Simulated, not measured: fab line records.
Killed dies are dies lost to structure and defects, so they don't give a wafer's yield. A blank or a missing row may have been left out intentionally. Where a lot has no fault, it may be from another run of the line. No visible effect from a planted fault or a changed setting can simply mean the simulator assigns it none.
What tool caused it? || flow n5Finfet || 9 lots, 25 wafers sampled, at 5 steps of a route of 1938

== WHAT EACH GAUGE READ, for each wafer ==
N5_ILD0_THK_MEAS_13. Usual: thkNm 17.7 nm, standard deviation 0.79.
{"lot": "L995", "measured": "day 3 17:24", "on": "filmMetro-02", "thkNm (nm)": "17.1 18.0 18.8", "flag": ""}
{"lot": "L996", "measured": "day 4 00:37", "on": "filmMetro-02", "thkNm (nm)": "17.7 18.0 19.3", "flag": ""}
{"lot": "L102", "measured": "day 5 15:52", "on": "filmMetro-02", "thkNm (nm)": "17.4 17.6", "flag": ""}
{"lot": "L105", "measured": "day 6 07:16", "on": "filmMetro-02", "thkNm (nm)": "16.8 17.6", "flag": ""}
{"lot": "L106", "measured": "day 6 18:30", "on": "filmMetro-01", "thkNm (nm)": "17.9 19.4 17.3", "flag": ""}
{"lot": "L110", "measured": "day 7 11:11", "on": "filmMetro-01", "thkNm (nm)": "18.7 18.6 17.3", "flag": ""}
{"lot": "L115", "measured": "day 8 17:06", "on": "filmMetro-02", "thkNm (nm)": "17.5 17.0 17.1", "flag": ""}
{"lot": "L116", "measured": "day 8 22:59", "on": "filmMetro-01", "thkNm (nm)": "18.4 18.4 18.4", "flag": ""}
{"lot": "L118", "measured": "day 9 09:58", "on": "filmMetro-02", "thkNm (nm)": "17.1 16.7 17.9", "flag": ""}

N5_BEOL_M4_RC_MEAS_101. Usual: DIBL_N 35.9 mV/V, standard deviation 1.3; DIBL_P 35.9 mV/V, standard deviation 1.5; IOFF_N 0.152 nA/um, standard deviation 0.023; IOFF_P 0.204 nA/um, standard deviation 0.027; ION_N 673 uA/um, standard deviation 9.2; ION_P 462 uA/um, standard deviation 6.7; SS_N 71.4 mV/dec, standard deviation 0.48; SS_P 73.2 mV/dec, standard deviation 0.55; VT_N 250.3 mV, standard deviation 2.6; VT_P -250.6 mV, standard deviation 3.
{"lot": "L995", "measured": "day 8 12:53", "on": "prober-02", "DIBL_N (mV/V)": "35.2 37.0 37.2", "DIBL_P (mV/V)": "35.1 38.1 37.3", "IOFF_N (nA/um)": "0.120 0.155 0.149", "IOFF_P (nA/um)": "0.163 0.207 0.193", "ION_N (uA/um)": "662 671 659", "ION_P (uA/um)": "455 468 450", "SS_N (mV/dec)": "70.9 71.2 71.6", "SS_P (mV/dec)": "72.3 72.6 73.2", "VT_N (mV)": "255.4 251.9 250.1", "VT_P (mV)": "-253.8 -251.8 -251.3", "flag": ""}
{"lot": "L996", "measured": "day 8 18:44", "on": "prober-01", "DIBL_N (mV/V)": "35.9 35.3 34.9", "DIBL_P (mV/V)": "36.2 35.8 36.1", "IOFF_N (nA/um)": "0.177 0.163 0.159", "IOFF_P (nA/um)": "0.208 0.198 0.204", "ION_N (uA/um)": "682 679 676", "ION_P (uA/um)": "458 459 464", "SS_N (mV/dec)": "71.3 71.8 70.8", "SS_P (mV/dec)": "73.9 73.7 73.1", "VT_N (mV)": "246.9 248.9 248.7", "VT_P (mV)": "-250.4 -251.5 -252.7", "flag": ""}
{"lot": "L102", "measured": "day 11 00:04", "on": "prober-02", "DIBL_N (mV/V)": "34.9 36.8", "DIBL_P (mV/V)": "35.7 37.5", "IOFF_N (nA/um)": "0.133 0.160", "IOFF_P (nA/um)": "0.189 0.215", "ION_N (uA/um)": "680 691", "ION_P (uA/um)": "467 467", "SS_N (mV/dec)": "71.8 70.9", "SS_P (mV/dec)": "73.1 73.4", "VT_N (mV)": "252.7 249.5", "VT_P (mV)": "-250.8 -248.3", "flag": ""}
{"lot": "L105", "measured": "day 11 07:58", "on": "prober-02", "DIBL_N (mV/V)": "38.2 37.6", "DIBL_P (mV/V)": "38.8 37.3", "IOFF_N (nA/um)": "0.225 0.206", "IOFF_P (nA/um)": "0.247 0.217", "ION_N (uA/um)": "690 678", "ION_P (uA/um)": "467 458", "SS_N (mV/dec)": "71.5 71.8", "SS_P (mV/dec)": "74.1 73.2", "VT_N (mV)": "242.7 244.2", "VT_P (mV)": "-248.1 -253.5", "flag": ""}
{"lot": "L106", "measured": "day 12 02:16", "on": "prober-01", "DIBL_N (mV/V)": "35.2 32.5 35.8", "DIBL_P (mV/V)": "36.2 33.7 36.4", "IOFF_N (nA/um)": "0.158 0.120 0.160", "IOFF_P (nA/um)": "0.216 0.180 0.222", "ION_N (uA/um)": "679 670 671", "ION_P (uA/um)": "469 462 462", "SS_N (mV/dec)": "71.9 70.6 71.1", "SS_P (mV/dec)": "72.9 72.4 73.5", "VT_N (mV)": "250.1 252.9 251.2", "VT_P (mV)": "-248.2 -250.1 -248.6", "flag": ""}
{"lot": "L110", "measured": "day 12 14:05", "on": "prober-02", "DIBL_N (mV/V)": "37.4 39.0 36.4", "DIBL_P (mV/V)": "34.7 36.7 33.5", "IOFF_N (nA/um)": "0.139 0.163 0.121", "IOFF_P (nA/um)": "0.161 0.193 0.149", "ION_N (uA/um)": "679 689 669", "ION_P (uA/um)": "457 463 452", "SS_N (mV/dec)": "71.0 71.4 71.3", "SS_P (mV/dec)": "72.6 73.7 72.6", "VT_N (mV)": "251.0 248.7 252.4", "VT_P (mV)": "-255.2 -253.3 -252.7", "flag": ""}
{"lot": "L115", "measured": "day 13 17:28", "on": "prober-02", "DIBL_N (mV/V)": "36.1 36.2 35.4", "DIBL_P (mV/V)": "36.0 36.6 35.8", "IOFF_N (nA/um)": "0.162 0.164 0.149", "IOFF_P (nA/um)": "0.183 0.187 0.176", "ION_N (uA/um)": "675 668 669", "ION_P (uA/um)": "454 455 452", "SS_N (mV/dec)": "71.9 72.0 71.4", "SS_P (mV/dec)": "73.0 73.8 73.1", "VT_N (mV)": "250.0 248.5 250.2", "VT_P (mV)": "-253.1 -255.2 -256.0", "flag": ""}
{"lot": "L116", "measured": "day 14 01:35", "on": "prober-02", "DIBL_N (mV/V)": "35.1 35.0 35.1", "DIBL_P (mV/V)": "35.8 36.8 36.6", "IOFF_N (nA/um)": "0.128 0.132 0.138", "IOFF_P (nA/um)": "0.167 0.175 0.171", "ION_N (uA/um)": "669 668 672", "ION_P (uA/um)": "455 454 456", "SS_N (mV/dec)": "71.1 71.7 71.8", "SS_P (mV/dec)": "73.3 73.4 73.2", "VT_N (mV)": "255.3 253.2 252.9", "VT_P (mV)": "-254.2 -253.3 -257.5", "flag": ""}
{"lot": "L118", "measured": "day 14 22:47", "on": "prober-02", "DIBL_N (mV/V)": "35.3 35.2 35.9", "DIBL_P (mV/V)": "34.3 34.4 35.3", "IOFF_N (nA/um)": "0.134 0.130 0.146", "IOFF_P (nA/um)": "0.219 0.216 0.240", "ION_N (uA/um)": "657 667 678", "ION_P (uA/um)": "466 471 477", "SS_N (mV/dec)": "71.6 71.4 71.1", "SS_P (mV/dec)": "73.2 72.1 73.7", "VT_N (mV)": "252.8 249.9 251.0", "VT_P (mV)": "-247.0 -247.9 -244.7", "flag": ""}

== WHAT TOOL EACH LOT RAN ON (gives the tool, then ch and the chambers of the sampled wafers, and finally the start) ==
{"lot": "L995", "N5_SD_ACTIVATION_RTA_00": "rtpAnneal-02 ch 0, day 3 10:25", "N5_ILD0_CMP_12": "cmp-02 ch 0,1,2, day 3 17:06", "N5_SDB_ETCH_17": "rieDiel-05 ch 0,1,3, day 3 18:41"}
{"lot": "L996", "N5_SD_ACTIVATION_RTA_00": "rtpAnneal-02 ch 0, day 3 16:32", "N5_ILD0_CMP_12": "cmp-04 ch 1,2,3, day 4 00:20", "N5_SDB_ETCH_17": "rieDiel-02 ch 0,2,3, day 4 01:16"}
{"lot": "L102", "N5_SD_ACTIVATION_RTA_00": "rtpAnneal-02 ch 0, day 5 08:54", "N5_ILD0_CMP_12": "cmp-01 ch 0,2, day 5 15:37", "N5_SDB_ETCH_17": "rieDiel-02 ch 2,3, day 5 16:34"}
{"lot": "L105", "N5_SD_ACTIVATION_RTA_00": "rtpAnneal-01 ch 0, day 6 00:17", "N5_ILD0_CMP_12": "cmp-02 ch 0,1, day 6 06:59", "N5_SDB_ETCH_17": "rieDiel-02 ch 2,3, day 6 07:55"}
{"lot": "L106", "N5_SD_ACTIVATION_RTA_00": "rtpAnneal-01 ch 0, day 6 11:31", "N5_ILD0_CMP_12": "cmp-02 ch 0,2,3, day 6 18:13", "N5_SDB_ETCH_17": "rieDiel-05 ch 0,2, day 6 19:01"}
{"lot": "L110", "N5_SD_ACTIVATION_RTA_00": "rtpAnneal-01 ch 0, day 7 04:12", "N5_ILD0_CMP_12": "cmp-01 ch 2,3, day 7 10:56", "N5_SDB_ETCH_17": "rieDiel-04 ch 1,2, day 7 11:52"}
{"lot": "L115", "N5_SD_ACTIVATION_RTA_00": "rtpAnneal-01 ch 0, day 8 10:02", "N5_ILD0_CMP_12": "cmp-04 ch 0,1,3, day 8 16:48", "N5_SDB_ETCH_17": "rieDiel-04 ch 1,2,3, day 8 17:37"}
{"lot": "L116", "N5_SD_ACTIVATION_RTA_00": "rtpAnneal-01 ch 0, day 8 16:00", "N5_ILD0_CMP_12": "cmp-01 ch 0,2,3, day 8 22:49", "N5_SDB_ETCH_17": "rieDiel-05 ch 0,1,3, day 8 23:37"}
{"lot": "L118", "N5_SD_ACTIVATION_RTA_00": "rtpAnneal-02 ch 0, day 9 02:36", "N5_ILD0_CMP_12": "cmp-01 ch 1,3, day 9 09:40", "N5_SDB_ETCH_17": "rieDiel-02 ch 0,1, day 9 10:36"}
- N5_SD_ACTIVATION_RTA_00: time 0 s.
- N5_ILD0_CMP_12: polishes SiNx, stops on poly-Si, t overpolish 6 s, target thk 17.67 nm.
- N5_SDB_ETCH_17: etches SiARC in CF4, target depth 23.4 nm, time 39 s.

== AS READ BY THE TOOLS THEMSELVES (means over the sampled wafers that have a number; for cases with no such wafer, the mark the record gives instead) ==
N5_SD_ACTIVATION_RTA_00. Usual: lampPowerPct 8.95 %, standard deviation 0.055; lamp_zone_1_pct 8.95 %, standard deviation 0.037; lamp_zone_2_pct 8.96 %, standard deviation 0.03; lamp_zone_7_pct 9.35 %, standard deviation 0.033; wafer_temp_C_max 975.0, standard deviation 2.
{"lot": "L995", "tool": "rtpAnneal-02", "lampPowerPct (%)": 8.96, "lamp_zone_1_pct (%)": 8.93, "lamp_zone_2_pct (%)": 8.93, "lamp_zone_7_pct (%)": 9.36, "wafer_temp_C_max": 976.9, "flag": ""}
{"lot": "L996", "tool": "rtpAnneal-02", "lampPowerPct (%)": 8.91, "lamp_zone_1_pct (%)": 8.96, "lamp_zone_2_pct (%)": 8.98, "lamp_zone_7_pct (%)": 9.35, "wafer_temp_C_max": 976.8, "flag": ""}
{"lot": "L102", "tool": "rtpAnneal-02", "lampPowerPct (%)": 8.93, "lamp_zone_1_pct (%)": 8.96, "lamp_zone_2_pct (%)": 8.94, "lamp_zone_7_pct (%)": 9.34, "wafer_temp_C_max": 977.8, "flag": ""}
{"lot": "L105", "tool": "rtpAnneal-01", "lampPowerPct (%)": 8.96, "lamp_zone_1_pct (%)": 8.98, "lamp_zone_2_pct (%)": 8.96, "lamp_zone_7_pct (%)": 9.34, "wafer_temp_C_max": 974.5, "flag": ""}
{"lot": "L106", "tool": "rtpAnneal-01", "lampPowerPct (%)": 8.94, "lamp_zone_1_pct (%)": 8.97, "lamp_zone_2_pct (%)": 8.95, "lamp_zone_7_pct (%)": 9.37, "wafer_temp_C_max": 976.3, "flag": ""}
{"lot": "L110", "tool": "rtpAnneal-01", "lampPowerPct (%)": 8.97, "lamp_zone_1_pct (%)": 8.94, "lamp_zone_2_pct (%)": 8.96, "lamp_zone_7_pct (%)": 9.33, "wafer_temp_C_max": 976.2, "flag": ""}
{"lot": "L115", "tool": "rtpAnneal-01", "lampPowerPct (%)": 8.90, "lamp_zone_1_pct (%)": 8.92, "lamp_zone_2_pct (%)": 8.98, "lamp_zone_7_pct (%)": 9.37, "wafer_temp_C_max": 975.3, "flag": ""}
{"lot": "L116", "tool": "rtpAnneal-01", "lampPowerPct (%)": 9.01, "lamp_zone_1_pct (%)": 8.95, "lamp_zone_2_pct (%)": 8.97, "lamp_zone_7_pct (%)": 9.33, "wafer_temp_C_max": 975.7, "flag": ""}
{"lot": "L118", "tool": "rtpAnneal-02", "lampPowerPct (%)": 8.98, "lamp_zone_1_pct (%)": 8.92, "lamp_zone_2_pct (%)": 8.94, "lamp_zone_7_pct (%)": 9.34, "wafer_temp_C_max": 973.5, "flag": ""}

N5_ILD0_CMP_12. Usual: headPressurePsi 2.499 psi, standard deviation 0.0057; motorCurrentA 8.9 A, standard deviation 0.76; overpolishRunS 6.000 s, standard deviation 0.0093; timeToEndpointS 28.9 s, standard deviation 2.
{"lot": "L995", "tool": "cmp-02", "headPressurePsi (psi)": 2.507, "motorCurrentA (A)": 9.0, "overpolishRunS (s)": 6.010, "timeToEndpointS (s)": 29.0, "flag": ""}
{"lot": "L996", "tool": "cmp-04", "headPressurePsi (psi)": 2.500, "motorCurrentA (A)": 9.5, "overpolishRunS (s)": 6.001, "timeToEndpointS (s)": 29.4, "flag": ""}
{"lot": "L102", "tool": "cmp-01", "headPressurePsi (psi)": 2.495, "motorCurrentA (A)": 8.5, "overpolishRunS (s)": 5.998, "timeToEndpointS (s)": 30.7, "flag": ""}
{"lot": "L105", "tool": "cmp-02", "headPressurePsi (psi)": 2.498, "motorCurrentA (A)": 8.1, "overpolishRunS (s)": 6.010, "timeToEndpointS (s)": 26.9, "flag": ""}
{"lot": "L106", "tool": "cmp-02", "headPressurePsi (psi)": 2.499, "motorCurrentA (A)": 9.1, "overpolishRunS (s)": 5.998, "timeToEndpointS (s)": 27.2, "flag": ""}
{"lot": "L110", "tool": "cmp-01", "headPressurePsi (psi)": 2.504, "motorCurrentA (A)": 8.4, "overpolishRunS (s)": 6.002, "timeToEndpointS (s)": 31.0, "flag": ""}
{"lot": "L115", "tool": "cmp-04", "headPressurePsi (psi)": 2.505, "motorCurrentA (A)": 9.2, "overpolishRunS (s)": 6.001, "timeToEndpointS (s)": 28.4, "flag": ""}
{"lot": "L116", "tool": "cmp-01", "headPressurePsi (psi)": 2.498, "motorCurrentA (A)": 8.6, "overpolishRunS (s)": 6.000, "timeToEndpointS (s)": 31.2, "flag": ""}
{"lot": "L118", "tool": "cmp-01", "headPressurePsi (psi)": 2.500, "motorCurrentA (A)": 9.1, "overpolishRunS (s)": 5.999, "timeToEndpointS (s)": 31.5, "flag": ""}

N5_SDB_ETCH_17. Usual: cf4FlowSccm 100.0 sccm, standard deviation 0.31; drypumpMotorCurrentA 5.8 A, standard deviation 0.38; etchRfOnTimeS 38.8 s, standard deviation 0.52; oesProductAu 0.68 a.u., standard deviation 0.069; rfVppV 184.4 V, standard deviation 1.5; showerheadPlenumPTorr 2.18 Torr, standard deviation 0.093; throttleValvePct 15.54 %, standard deviation 0.19.
{"lot": "L995", "tool": "rieDiel-05", "cf4FlowSccm (sccm)": 100.1, "drypumpMotorCurrentA (A)": 5.7, "etchRfOnTimeS (s)": 38.9, "oesProductAu (a.u.)": 0.66, "rfVppV (V)": 183.7, "showerheadPlenumPTorr (Torr)": 2.15, "throttleValvePct (%)": 15.62, "flag": ""}
{"lot": "L996", "tool": "rieDiel-02", "cf4FlowSccm (sccm)": 100.0, "drypumpMotorCurrentA (A)": 5.9, "etchRfOnTimeS (s)": 38.3, "oesProductAu (a.u.)": 0.69, "rfVppV (V)": 184.0, "showerheadPlenumPTorr (Torr)": 2.20, "throttleValvePct (%)": 15.44, "flag": ""}
{"lot": "L102", "tool": "rieDiel-02", "cf4FlowSccm (sccm)": 100.0, "drypumpMotorCurrentA (A)": 6.2, "etchRfOnTimeS (s)": 42.2, "oesProductAu (a.u.)": 0.59, "rfVppV (V)": 184.2, "showerheadPlenumPTorr (Torr)": 2.17, "throttleValvePct (%)": 15.59, "flag": "OFF"}
{"lot": "L105", "tool": "rieDiel-02", "cf4FlowSccm (sccm)": 99.8, "drypumpMotorCurrentA (A)": 6.2, "etchRfOnTimeS (s)": 42.6, "oesProductAu (a.u.)": 0.58, "rfVppV (V)": 183.6, "showerheadPlenumPTorr (Torr)": 2.16, "throttleValvePct (%)": 15.61, "flag": "OFF"}
{"lot": "L106", "tool": "rieDiel-05", "cf4FlowSccm (sccm)": 100.2, "drypumpMotorCurrentA (A)": 5.6, "etchRfOnTimeS (s)": 38.8, "oesProductAu (a.u.)": 0.72, "rfVppV (V)": 186.1, "showerheadPlenumPTorr (Torr)": 2.24, "throttleValvePct (%)": 15.41, "flag": ""}
{"lot": "L110", "tool": "rieDiel-04", "cf4FlowSccm (sccm)": 100.0, "drypumpMotorCurrentA (A)": 6.1, "etchRfOnTimeS (s)": 38.6, "oesProductAu (a.u.)": 0.71, "rfVppV (V)": 183.1, "showerheadPlenumPTorr (Torr)": 2.08, "throttleValvePct (%)": 15.65, "flag": ""}
{"lot": "L115", "tool": "rieDiel-04", "cf4FlowSccm (sccm)": 99.9, "drypumpMotorCurrentA (A)": 6.1, "etchRfOnTimeS (s)": 38.2, "oesProductAu (a.u.)": 0.67, "rfVppV (V)": 184.0, "showerheadPlenumPTorr (Torr)": 2.08, "throttleValvePct (%)": 15.62, "flag": ""}
{"lot": "L116", "tool": "rieDiel-05", "cf4FlowSccm (sccm)": 99.8, "drypumpMotorCurrentA (A)": 5.7, "etchRfOnTimeS (s)": 38.8, "oesProductAu (a.u.)": 0.63, "rfVppV (V)": 183.7, "showerheadPlenumPTorr (Torr)": 2.13, "throttleValvePct (%)": 15.68, "flag": ""}
{"lot": "L118", "tool": "rieDiel-02", "cf4FlowSccm (sccm)": 100.1, "drypumpMotorCurrentA (A)": 5.4, "etchRfOnTimeS (s)": 38.4, "oesProductAu (a.u.)": 0.71, "rfVppV (V)": 185.0, "showerheadPlenumPTorr (Torr)": 2.26, "throttleValvePct (%)": 15.38, "flag": ""}

== THE ANSWER, worked out from the rows above alone ==
Rule: lot off if the mean of its wafers having a number is beyond 3 standard deviations from the usual mean. A lot without any number at a reading at which 4 lots or more have one is off too. Where the step has rows for the other lots, those lots are counted as sound. After the gauges, taken in route order, come the tools' own readings; for these a lot's mean is taken, as printed above. The first step at which some lot is off is used, and at that step the reading that is off furthest; a lot without a number counts as furthest.
Off at N5_SDB_ETCH_17 (etchRfOnTimeS): L102, L105.
A tool fits if, at that step or a process step before it, it ran every lot that is off, and no sound lot after the first of them. None of those tried fits.

== WHAT THE SIMULATOR HAD INSERTED ==
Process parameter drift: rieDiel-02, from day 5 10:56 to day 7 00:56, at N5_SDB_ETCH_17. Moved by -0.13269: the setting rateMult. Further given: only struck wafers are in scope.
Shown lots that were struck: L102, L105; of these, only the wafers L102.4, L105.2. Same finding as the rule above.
